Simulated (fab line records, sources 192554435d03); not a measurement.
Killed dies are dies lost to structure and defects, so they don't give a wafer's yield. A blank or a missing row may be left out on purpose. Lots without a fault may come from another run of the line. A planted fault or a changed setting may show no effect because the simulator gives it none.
fab line records | flow n5_finfet
record lots=11 wafers=32 last_day=16
route steps=1938 shown BEOL_M8@1335 BEOL_M9@1403
lots that met no fault: from a run of the same line without faults
start_h: hours from the record's first day to the start of the lot's first wafer shown | wait_h: hours since the lot's step before | " the same as in the row above | L1.1+2: a row that stands for several wafers | - no value, or no start given | * or withheld: withheld | < > ~ a bound
route shown NAME@n: a module of which the file shows steps, and the number in the route of the first | usual: mean/standard deviation of fault-free wafers | same: alike in all rows | chamber/n: place in a boat | sites: the reading at each site | _std_site: their standard deviation | _edge_site: outer sites' mean less inner sites' | radius_mm: how far each site lies from the wafer's centre | mask NAME#n: copy n | behind: the tool/chamber that last shaped the wafer | hold: why the lot was held/for how many hours/how that ended | device: the transistor (n, p or np) that didn't switch | end of line: the same wafers' tests at the end of the route | a step without rows: its recipe alone | killed: dies lost to structure and defects at the first sort, not the wafer's yield | map: a wafer's dies, x killed, . not, _ none there
set.NAME: the setting as run; set.NAME@STEP: as run at that earlier step | model.NAME: the simulator's own value behind a step, which no gauge read
steps of the route over a sample of lots; a table a step, a row a wafer
services: from which hour (start_h, from the record's first day; less than 0 if before it) a tool's chamber was out of use, for how many hours, and why
## steps
# step N5_BEOL_M8_PECVD_70
# recipe material=SiO2 target_thk_a=200 temp_c=400 precursor=TEOS/O2 pressure_torr=5.5 rf_w=450 teos_flow_sccm=53.8 gas=O2 flow_sccm=3000 time_s=22.7
# usual heater_power_w=804/110 showerhead_plenum_p_Torr=8.78/0.097 throttle_valve_pct=22.0/1.1
# columns lot.wafer tool chamber start_h wait_h heater_power_w showerhead_plenum_p_Torr throttle_valve_pct
L524.1 pecvd-03 2 221.82 0.0 623 8.82 20.9
L524.5 " 0 " " 703 8.85 21.0
L524.6 " 1 " " 811 8.87 22.8
L525.2 pecvd-03 2 228.78 0.0 660 8.82 21.1
L525.4 " 2 " " 660 8.81 20.9
L525.6 " 1 " " 786 8.89 22.7
L526.4 pecvd-03 0 246.22 0.1 685 8.84 20.7
L526.5 " 1 " " 842 8.88 22.8
L526.6 " 2 " " 614 8.81 20.9
L527.1 pecvd-04 1 249.16 0.0 802 8.81 21.9
L527.2 " 0 " " 951 8.82 22.4
L527.5 " 2 " " 757 8.75 24.2
L528.1 pecvd-01 0 251.68 0.0 753 8.90 22.4
L528.3 " 2 " " 835 8.61 20.7
L528.5 " 1 " " 978 8.68 21.7
L531.1 pecvd-01 0 260.79 0.0 780 8.90 22.5
L531.4 " 2 " " 833 8.60 20.7
L531.5 " 0 " " 780 8.90 22.2
L532.5 pecvd-01 2 271.99 0.1 842 8.59 20.7
L532.6 " 0 " " 744 8.91 22.3
L534.2 pecvd-03 1 279.03 0.0 841 8.87 22.8
L534.4 " 0 " " 682 8.84 20.7
L534.6 " 1 " " 842 8.88 22.8
L533.1 pecvd-03 0 288.57 0.0 742 8.84 21.1
L533.4 " 0 " " 760 8.83 21.0
L533.5 " 1 " " 923 8.90 22.6
L535.2 pecvd-03 0 295.65 0.0 748 8.82 21.1
L535.4 " 1 " " 761 8.89 22.7
L535.6 " 0 " " 727 8.83 20.8
L540.1 pecvd-03 2 322.61 0.0 660 8.83 21.3
L540.2 " 0 " " 774 8.83 20.9
L540.4 " 2 " " 520 8.80 21.0
# step N5_BEOL_M8_PRE_CLEAN_45
# recipe gas=H2/He time_s=30 temp_c=250
# usual heater_power_w=329/17
# same time_s=30
# columns lot.wafer tool chamber start_h wait_h heater_power_w
L524.1 pvd_sputter-03 - 226.89 0.0 328
L524.5 " - " " 339
L524.6 " - " " 339
L525.2 pvd_sputter-02 - 236.19 0.0 343
L525.4 " - " " 311
L525.6 " - " " 323
L526.4 pvd_sputter-01 - 251.02 0.0 338
L526.5 " - " " 315
L526.6 " - " " 327
L527.1 pvd_sputter-02 - 253.59 0.0 317
L527.2 " - " " 315
L527.5 " - " " 343
L528.1 pvd_sputter-03 - 258.92 0.0 353
L528.3 " - " " 334
L528.5 " - " " 347
L531.1 pvd_sputter-02 - 267.43 0.0 348
L531.4 " - " " 308
L531.5 " - " " 342
L532.5 pvd_sputter-02 - 281.68 0.0 345
L532.6 " - " " 320
L534.2 pvd_sputter-03 - 286.07 0.0 328
L534.4 " - " " 348
L534.6 " - " " 350
L533.1 pvd_sputter-02 - 293.47 0.0 321
L533.4 " - " " 340
L533.5 " - " " 310
L535.2 pvd_sputter-01 - 299.53 0.0 331
L535.4 " - " " 338
L535.6 " - " " 317
L540.1 pvd_sputter-02 - 326.99 0.0 349
L540.2 " - " " 322
L540.4 " - " " 316
# step N5_BEOL_M8_ANNEAL_51
# recipe temp_c=225 time_s=90 ambient=N2
# usual wafer_temp_C_max=225.83/0.24
# same time_s=90
# columns lot.wafer tool chamber start_h wait_h wafer_temp_C_max
L524.1 rtp_anneal-02 0 227.73 0.1 225.75
L524.5 " 0 " " 225.43
L524.6 " 0 " " 225.37
L525.2 rtp_anneal-01 0 237.62 0.7 225.85
L525.4 " 0 " " 225.60
L525.6 " 0 " " 226.10
L526.4 rtp_anneal-01 0 252.01 0.2 225.99
L526.5 " 0 " " 226.18
L526.6 " 0 " " 225.88
L527.1 rtp_anneal-02 0 256.40 0.2 225.71
L527.2 " 0 " " 226.03
L527.5 " 0 " " 225.77
L528.1 rtp_anneal-02 0 260.46 0.5 225.93
L528.3 " 0 " " 225.54
L528.5 " 0 " " 225.64
L531.1 rtp_anneal-01 0 268.75 0.1 225.85
L531.4 " 0 " " 225.54
L531.5 " 0 " " 225.98
L532.5 rtp_anneal-01 0 282.91 0.2 225.72
L532.6 " 0 " " 225.99
L534.2 rtp_anneal-01 0 286.98 0.1 226.15
L534.4 " 0 " " 225.62
L534.6 " 0 " " 225.91
L533.1 rtp_anneal-02 0 294.52 0.3 225.85
L533.4 " 0 " " 225.74
L533.5 " 0 " " 225.84
L535.2 rtp_anneal-01 0 301.19 0.6 225.84
L535.4 " 0 " " 225.83
L535.6 " 0 " " 225.41
L540.1 rtp_anneal-02 0 327.89 0.1 226.00
L540.2 " 0 " " 226.12
L540.4 " 0 " " 225.77
# step N5_BEOL_M8_CMP_52
# recipe stop_on=SiCOH_lowk t_overpolish_s=6.9 down_force_psi=1 platen_rpm=50 clearing_platen_down_force_psi=1.5 clearing_platen_rpm=50 post_cmp_clean=cu_alkaline target_thk_nm=80 clearing_platen_pad_velocity_m_s=0.99484 pad_velocity_m_s=0.99484
# usual barrier_field_endpoint_s=29.2/1.1 motor_current_A=6.4/0.61 slurry_filter_dp_kPa=13.50/0.14
# columns lot.wafer tool chamber start_h wait_h barrier_field_endpoint_s motor_current_A slurry_filter_dp_kPa
L524.1 cmp-02 2 228.10 0.3 28.7 7.0 13.58
L524.5 " 0 " " 27.7 7.1 13.40
L524.6 " 1 " " 29.9 5.8 13.42
L525.4 cmp-01 0 237.91 0.2 29.9 5.8 13.33
L525.2 " 1 " " 30.0 6.0 13.53
L525.6 " 3 " " 28.4 6.0 13.84
L526.4 cmp-04 1 252.29 0.2 28.7 6.0 13.47
L526.5 " 2 " " 29.4 7.7 13.63
L526.6 " 3 " " 28.3 6.7 13.65
L527.2 cmp-02 2 256.77 0.3 30.8 7.2 13.57
L527.1 " 3 " " 30.7 5.9 13.52
L527.5 " 0 " " 28.3 7.0 13.65
L528.3 cmp-04 2 260.80 0.2 28.0 7.2 13.68
L528.1 " 0 " " 27.7 5.8 13.46
L528.5 " 1 " " 28.8 6.3 13.47
L531.1 cmp-01 3 269.09 0.3 28.8 6.1 13.47
L531.4 " 1 " " 30.0 6.1 13.66
L531.5 " 2 " " 28.2 6.1 13.65
L532.5 cmp-04 0 283.17 0.2 29.7 5.3 13.44
L532.6 " 1 " " 29.3 6.2 13.68
L534.2 cmp-04 2 287.27 0.2 28.3 7.1 13.69
L534.4 " 3 " " 28.5 6.8 13.48
L534.6 " 1 " " 28.9 6.0 13.21
L533.4 cmp-01 3 294.87 0.2 28.8 6.2 13.50
L533.1 " 1 " " 29.1 6.3 13.50
L533.5 " 3 " " 28.4 6.2 13.51
L535.2 cmp-02 3 301.45 0.2 31.5 6.2 13.59
L535.4 " 1 " " 32.7 6.1 13.51
L535.6 " 0 " " 13.2 6.5 13.32
L540.1 cmp-02 3 328.26 0.3 13.1 6.2 13.28
L540.2 " 0 " " 30.0 7.1 13.40
L540.4 " 1 " " 31.4 5.9 13.56
# step N5_BEOL_M9_THK_MEAS_01
# recipe reads=SiCOH_lowk_of_BEOL_M9_ILD_DEP_00
# usual M9_ILD_THK=267/4.1
# columns lot.wafer tool chamber start_h wait_h M9_ILD_THK[nm]
L524.1 film_metro-02 - 230.64 1.6 269
L524.5 " - " " 272
L524.6 " - " " 277
L525.2 film_metro-01 - 239.06 0.4 265
L525.4 " - " " 268
L525.6 " - " " 265
L526.4 film_metro-02 - 253.26 0.2 273
L526.5 " - " " 269
L526.6 " - " " 276
L527.1 film_metro-01 - 257.77 0.4 263
L527.2 " - " " 269
L527.5 " - " " 270
L528.1 film_metro-01 - 261.84 0.4 271
L528.3 " - " " 268
L528.5 " - " " 273
L531.1 film_metro-02 - 270.30 0.4 265
L531.4 " - " " 268
L531.5 " - " " 268
L532.5 film_metro-01 - 284.11 0.1 270
L532.6 " - " " 267
L534.2 film_metro-02 - 288.31 0.4 261
L534.4 " - " " 266
L534.6 " - " " 268
L533.1 film_metro-01 - 295.91 0.4 262
L533.4 " - " " 268
L533.5 " - " " 265
L535.2 film_metro-02 - 303.01 0.7 267
L535.4 " - " " 268
L535.6 " - " " 274
L540.1 film_metro-01 - 329.30 0.4 259
L540.2 " - " " 263
L540.4 " - " " 267
## services
# columns tool chamber start_h hours kind
cmp-01 - 200.02 - consumable_replace:conditioner
cmp-01 - 200.02 - consumable_replace:pad
cmp-04 - 207.57 24.7 pm
pecvd-03 0 209.19 2.1 scheduled_down
pecvd-04 1 215.42 16.5 scheduled_down
pecvd-01 1 233.27 5.5 scheduled_down
cmp-02 - 239.66 0.5 repair
cmp-04 - 253.65 0.9 repair
cmp-02 - 267.38 1.9 repair
pecvd-01 0 279.00 2.1 scheduled_down
cmp-02 - 287.51 1.1 repair
pecvd-04 1 287.78 2.1 scheduled_down
cmp-02 - 289.55 2.3 repair
pecvd-01 - 297.19 1.4 repair
cmp-04 - 310.99 4.0 pm
pecvd-01 1 314.37 13.0 repair
cmp-04 - 314.99 - consumable_replace:conditioner
cmp-04 - 314.99 - consumable_replace:pad
## key
first_sign step=N5_BEOL_M8_CMP_52 reading=barrier_field_endpoint_s direction=down sigmas=14 usual=29.2 struck=13.1
effect none on later readings
met_at N5_BEOL_M8_PECVD_70
struck_lots L535,L540
struck_wafers L535.6,L540.1
not_acting_at N5_BEOL_M8_PRE_CLEAN_45,N5_BEOL_M8_ANNEAL_51,N5_BEOL_M9_THK_MEAS_01
onset_between 288.57 295.65
fault kind=process_parameter_drift tool=pecvd-03 chamber=- onset_h=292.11 steps=N5_BEOL_M8_PECVD_70 channel=time_s offset=* shape=step end_h=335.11 scope=struck_wafers_only acts_in=* stated=*
